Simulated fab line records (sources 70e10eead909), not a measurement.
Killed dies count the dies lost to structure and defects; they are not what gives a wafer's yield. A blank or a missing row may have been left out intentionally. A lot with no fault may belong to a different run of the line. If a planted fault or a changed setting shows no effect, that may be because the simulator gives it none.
fab line records | flow nand_harc | part 2 of 2: steps 20 to 26 of 26
record: lots: 5 | wafers: 15 | last_day: 23
route steps=1159 shown A_CONTACT@900
lots that met no fault: from a run of the same line without faults
start_h: the number of hours between the record's first day and the start of the first shown wafer of the lot | wait_h: hours elapsed since this lot's preceding step | " identical to the entry in the row above | L1.1+2: a row that stands for several wafers | - no value present, or no start provided | * or withheld: withheld | < > ~ a bound
route shown NAME@n: names a module that has steps shown in the file, with the first one's number in the route | usual: the fault-free wafers' mean and standard deviation | same: alike in all rows | chamber/n: place in a boat | sites: each site's reading | _std_site: standard deviation across them | _edge_site: outer sites' mean less inner sites' | radius_mm: how far each site lies from the wafer's centre | mask NAME#n: copy n | behind: the last tool/chamber to shape the wafer | hold: what put the lot on hold/how long, in hours/how the hold closed | device: the n, p or np transistor that did not switch | end of line: tests of these same wafers at the route's end | where a step has no rows: the recipe by itself | killed: not the wafer's yield, but the dies lost to structure and defects at the first sort | map: the dies of a wafer, with x for killed, . for not killed, _ for no die there
set.NAME: the setting the step ran with; set.NAME@STEP: the setting that earlier step ran with | model.NAME: the simulator's own value behind a step, which no gauge read
lots seen at some steps along the route; tables by step, rows by wafer
services: from which hour (start_h, from the record's first day; less than 0 if before it) a tool's chamber was out of use, for how many hours, and why
== steps ==
step: NHARC_A_CONTACT_STRIP_105
recipe: o2_flow_sccm: 400 | cos_flow_sccm: 20 | ar_flow_sccm: 0 | bias_w: 0 | chemistry: O2/COS
lot.wafer  | tool        | chamber | start_h | wait_h
L074.3+2+4 | rie_diel-10 | 1,2,3   | 373.52  | 0.1
L076.2+1+6 | rie_diel-09 | 2,0,3   | 386.39  | 0.1
L080.4+1+3 | rie_diel-10 | 1,2,0   | 405.46  | 0.0
L087.3+2+6 | rie_diel-10 | 3,2,0   | 456.92  | 0.4
L093.2+1+5 | rie_diel-02 | 0,3,1   | 480.67  | 0.1
step: NHARC_A_CONTACT_ETCH_106
recipe: target_depth_a: 600 | overetch_a: 60 | time_s: 33 | ion_energy_ev: 100 | cf4_flow_sccm: 80 | o2_flow_sccm: 20 | ar_flow_sccm: 0 | rf_w: 300 | bias_w: 100 | chemistry: CF4/O2
usual: drypump_motor_current_A: 5.8/0.42 | o2_flow_sccm: 20.00/0.061 | oes_ar_750_au: 1.000/0.0044 | oes_o_777_au: 1.000/0.005 | oes_product_au: 1.001/0.0098 | rf_vpp_V: 198.1/1.5 | showerhead_plenum_p_Torr: 1.35/0.067 | throttle_valve_pct: 13.398/0.0095
lot.wafer | tool        | chamber | start_h | wait_h | drypump_motor_current_A | o2_flow_sccm | oes_ar_750_au | oes_o_777_au | oes_product_au | rf_hours_counter_h | rf_vpp_V | showerhead_plenum_p_Torr | throttle_valve_pct
L074.3    | rie_diel-10 | 3       | 373.58  | 0.1    | 5.5                     | 20.03        | 1.006         | 1.003        | 0.993          | 2                  | 199.8    | 1.35                     | 13.405
L074.4    | "           | 0       | "       | "      | 5.7                     | 20.07        | 1.009         | 0.999        | 1.017          | 2                  | 198.8    | 1.42                     | 13.390
L074.2    | "           | 2       | "       | "      | 6.7                     | 19.99        | 1.004         | 1.003        | 1.005          | 1                  | 199.8    | 1.41                     | 13.411
L076.1    | rie_diel-09 | 0       | 386.46  | 0.1    | 5.6                     | 19.96        | 1.004         | 1.003        | 0.995          | 48                 | 199.0    | 1.26                     | 13.392
L076.2    | "           | 3       | "       | "      | 6.2                     | 20.06        | 1.001         | 0.998        | 0.993          | 49                 | 199.5    | 1.42                     | 13.389
L076.6    | "           | 0       | "       | "      | 5.6                     | 19.94        | 0.999         | 1.003        | 0.995          | -                  | 199.0    | 1.26                     | 13.387
L080.4    | rie_diel-10 | 2       | 405.52  | 0.1    | 6.7                     | 20.10        | 1.010         | 0.999        | 1.000          | 7                  | 201.0    | 1.40                     | 13.408
L080.1    | "           | 3       | "       | "      | 5.5                     | 20.07        | 0.998         | 0.990        | 0.981          | 7                  | 198.6    | 1.34                     | 13.416
L080.3    | "           | 0       | "       | "      | 5.7                     | 19.90        | 1.000         | 0.999        | 1.000          | 6                  | 199.0    | 1.42                     | 13.397
L087.3    | rie_diel-10 | 2       | 456.98  | 0.1    | 6.8                     | 19.95        | 0.999         | 1.001        | 0.993          | 16                 | 200.2    | 1.40                     | 13.403
L087.2    | "           | 0       | "       | "      | 5.7                     | 20.04        | 0.995         | 0.997        | 1.010          | 16                 | 199.8    | 1.42                     | 13.393
L087.6    | "           | 2       | "       | "      | 6.7                     | 19.96        | 1.002         | 0.998        | 1.007          | -                  | 199.1    | 1.40                     | 13.400
L093.1    | rie_diel-02 | 1       | 480.74  | 0.1    | 5.6                     | 20.00        | 0.998         | 1.002        | 0.999          | 59                 | 197.5    | 1.33                     | 13.394
L093.2    | "           | 2       | "       | "      | 5.8                     | 19.97        | 1.002         | 1.007        | 0.983          | 57                 | 200.8    | 1.42                     | 13.397
L093.5    | "           | 0       | "       | "      | 5.8                     | 20.01        | 1.005         | 0.999        | 0.993          | -                  | 197.7    | 1.32                     | 13.394
step: NHARC_A_CONTACT_STRIP_82
recipe: o2_flow_sccm: 500 | ar_flow_sccm: 0 | bias_w: 0 | chemistry: O2
usual: drypump_motor_current_A: 5.8/0.42 | o2_flow_sccm: 499.9/1.4 | oes_product_au: 1.000/0.01 | rf_vpp_V: 57.7/0.89 | showerhead_plenum_p_Torr: 3.56/0.17 | throttle_valve_pct: 17.037/0.009
lot.wafer | tool        | chamber | start_h | wait_h | drypump_motor_current_A | o2_flow_sccm | oes_product_au | rf_hours_counter_h | rf_vpp_V | showerhead_plenum_p_Torr | throttle_valve_pct
L074.3    | rie_diel-10 | 0       | -       | -      | 5.7                     | 498.3        | 1.001          | 2                  | 58.9     | 3.75                     | 17.032
L074.2    | "           | 2       | "       | "      | 6.8                     | 497.7        | 0.992          | 1                  | 58.7     | 3.71                     | 17.046
L074.4    | "           | 3       | "       | "      | 5.5                     | 498.1        | 0.978          | 2                  | 58.4     | 3.56                     | 17.044
L076.2    | rie_diel-09 | 2       | -       | -      | 5.6                     | 499.5        | 1.026          | 46                 | 57.2     | 3.54                     | 17.034
L076.1    | "           | 3       | "       | "      | 6.2                     | 498.0        | 1.001          | 49                 | 58.1     | 3.74                     | 17.024
L076.6    | "           | 0       | "       | "      | 5.5                     | 500.8        | 1.013          | -                  | 57.3     | 3.34                     | 17.045
L080.1    | rie_diel-10 | 3       | -       | -      | 5.5                     | 500.5        | 0.981          | 7                  | 57.8     | 3.55                     | 17.028
L080.3    | "           | 0       | "       | "      | 5.7                     | 498.5        | 1.011          | 6                  | 58.4     | 3.74                     | 17.052
L080.4    | "           | 1       | "       | "      | 5.8                     | 499.2        | 1.002          | 6                  | 56.9     | 3.30                     | 17.029
L087.2    | rie_diel-10 | 0       | -       | -      | 5.7                     | 502.4        | 1.015          | 17                 | 57.5     | 3.74                     | 17.039
L087.3    | "           | 2       | "       | "      | 6.7                     | 503.3        | 1.009          | 17                 | 58.1     | 3.70                     | 17.031
L087.6    | "           | 0       | "       | "      | 5.7                     | 499.8        | 1.016          | -                  | 59.2     | 3.74                     | 17.046
L093.2    | rie_diel-02 | 2       | -       | -      | 5.9                     | 502.9        | 0.984          | 57                 | 58.3     | 3.74                     | 17.015
L093.1    | "           | 0       | "       | "      | 5.8                     | 499.5        | 1.009          | 58                 | 57.7     | 3.50                     | 17.042
L093.5    | "           | 2       | "       | "      | 5.9                     | 500.8        | 0.991          | -                  | 58.0     | 3.74                     | 17.029
step: NHARC_A_CONTACT_STRIP_83
recipe: time_s: 600 | temp_c: 30 | chemistry: post_etch_residue_remover
usual: bath_heat_duty_pct: 13.0/1.2
lot.wafer | tool         | chamber | start_h | wait_h | bath_heat_duty_pct
L074.2    | wet_bench-02 | 1       | 373.97  | -      | 14.4
L074.3    | "            | 2       | "       | "      | 11.6
L074.4    | "            | 4       | "       | "      | 13.0
L076.1    | wet_bench-07 | 5       | 386.90  | -      | 12.9
L076.2    | "            | 7       | "       | "      | 10.9
L076.6    | "            | 1       | "       | "      | 13.6
L080.1    | wet_bench-02 | 4       | 405.90  | -      | 11.5
L080.4    | "            | 5       | "       | "      | 13.0
L080.3    | "            | 6       | "       | "      | 13.4
L087.2    | wet_bench-02 | 2       | 457.72  | -      | 11.4
L087.6    | "            | 3       | "       | "      | 13.6
L087.3    | "            | 5       | "       | "      | 13.0
L093.2    | wet_bench-06 | 6       | 481.13  | -      | 13.5
L093.5    | "            | 7       | "       | "      | 13.3
L093.1    | "            | 1       | "       | "      | 12.5
step: NHARC_A_CONTACT_DEP_84
recipe: target_thk_a: 20000 | temp_c: 400 | material: aC
usual: throttle_valve_pct: 34.999/0.0085
lot.wafer | tool       | chamber | start_h | wait_h | throttle_valve_pct
L074.2    | acl_dep-03 | 0       | 375.04  | -      | 35.012
L074.3    | "          | 0       | "       | "      | 34.991
L074.4    | "          | 0       | "       | "      | 34.995
L076.1    | acl_dep-02 | 0       | 387.18  | -      | 35.004
L076.2    | "          | 0       | "       | "      | 35.005
L076.6    | "          | 0       | "       | "      | 34.997
L080.1    | acl_dep-02 | 0       | 406.18  | -      | 34.999
L080.3    | "          | 0       | "       | "      | 35.007
L080.4    | "          | 0       | "       | "      | 35.007
L087.2    | acl_dep-02 | 0       | 459.48  | -      | 35.009
L087.3    | "          | 0       | "       | "      | 34.989
L087.6    | "          | 0       | "       | "      | 35.010
L093.1    | acl_dep-03 | 0       | 486.52  | -      | 34.981
L093.2    | "          | 0       | "       | "      | 34.997
L093.5    | "          | 0       | "       | "      | 34.999
step: NHARC_A_CONTACT_DEP_85
recipe: target_thk_a: 500 | target_thk_nm: 50 | temp_c: 400 | pressure_torr: 3.5 | flow_sccm: 200 | rf_w: 350 | material: SiON
usual: heater_power_w: 731/95
lot.wafer | tool     | chamber | start_h | wait_h | heater_power_w | since_wet_clean_h
L074.3    | pecvd-01 | 0       | 376.09  | 0.6    | 634            | 126
L074.2    | "        | 2       | "       | "      | 754            | 126
L074.4    | "        | 0       | "       | "      | 637            | -
L076.1    | pecvd-02 | 2       | 388.57  | 1.2    | 892            | 41
L076.2    | "        | 1       | "       | "      | 785            | 42
L076.6    | "        | 2       | "       | "      | 920            | -
L080.1    | pecvd-02 | 2       | 407.44  | 1.1    | 945            | 60
L080.3    | "        | 1       | "       | "      | 694            | 60
L080.4    | "        | 1       | "       | "      | 715            | -
L087.2    | pecvd-02 | 1       | 460.55  | 0.9    | 765            | 113
L087.3    | "        | 2       | "       | "      | 939            | 113
L087.6    | "        | 1       | "       | "      | 788            | -
L093.2    | pecvd-01 | 0       | 487.79  | 0.9    | 672            | 56
L093.1    | "        | 2       | "       | "      | 810            | 56
L093.5    | "        | 2       | "       | "      | 808            | -
step: NHARC_A_CONTACT_DEHYDRATE_00
recipe: temp_c: 150 | time_s: 120
usual: chill_plate_temp_C: 22.99/0.1 | exhaust_pa: 45.1/0.94
lot.wafer | tool           | chamber | start_h | wait_h | chill_plate_temp_C | exhaust_pa
L074.2    | litho_track-04 | 0       | 376.37  | 0.2    | 22.88              | 46.2
L074.3    | "              | 0       | "       | "      | 23.00              | 44.8
L074.4    | "              | 0       | "       | "      | 23.06              | 46.9
L076.1    | litho_track-04 | 0       | 388.84  | 0.2    | 23.05              | 43.8
L076.2    | "              | 0       | "       | "      | 22.91              | 45.7
L076.6    | "              | 0       | "       | "      | 22.92              | 45.4
L080.1    | litho_track-06 | 0       | 407.71  | 0.2    | 23.17              | 46.1
L080.3    | "              | 0       | "       | "      | 22.80              | 46.0
L080.4    | "              | 0       | "       | "      | 22.97              | 44.0
L087.2    | litho_track-01 | 0       | 460.82  | 0.2    | 23.09              | 45.3
L087.3    | "              | 0       | "       | "      | 22.86              | 44.0
L087.6    | "              | 0       | "       | "      | 22.94              | 45.9
L093.1    | litho_track-04 | 0       | 488.06  | 0.2    | 22.97              | 45.4
L093.2    | "              | 0       | "       | "      | 22.92              | 45.7
L093.5    | "              | 0       | "       | "      | 23.14              | 44.3
== services ==
tool            | chamber | start_h | hours | kind
acl_dep-02      | -       | 352.01  | 13.0  | pm
rie_diel-10     | -       | 353.58  | 9.0   | pm
rie_diel-10     | 0       | 353.58  | 9.0   | vent_cycle
rie_diel-10     | 1       | 353.58  | 9.0   | vent_cycle
wet_bench-02    | -       | 356.00  | 8.0   | pm
rie_diel-02     | 1       | 377.35  | 2.2   | repair
pecvd-01        | -       | 398.70  | 2.1   | repair
rie_diel-09     | 2       | 401.69  | 12.6  | repair
acl_dep-03      | -       | 407.12  | 13.0  | pm
har_cap_etch-02 | -       | 408.66  | 1.6   | repair
pecvd-01        | -       | 411.71  | 0.6   | repair
pecvd-01        | -       | 418.51  | 13.0  | pm
rie_diel-09     | 2       | 428.25  | 14.1  | repair
rie_diel-09     | -       | 431.26  | 9.0   | pm
litho_track-01  | -       | 443.00  | 7.0   | pm
wet_bench-07    | -       | 448.00  | 8.0   | pm
wet_bench-02    | -       | 449.42  | 5.4   | repair
pecvd-01        | -       | 452.34  | 6.1   | repair
rie_diel-09     | 3       | 453.44  | 1.9   | repair
rie_diel-09     | -       | 461.79  | 0.3   | repair
rie_diel-10     | 2       | 462.02  | 18.7  | repair
litho_track-06  | -       | 467.00  | 7.0   | pm
wet_bench-06    | -       | 481.67  | 8.0   | pm
acl_dep-02      | -       | 485.88  | 5.3   | repair
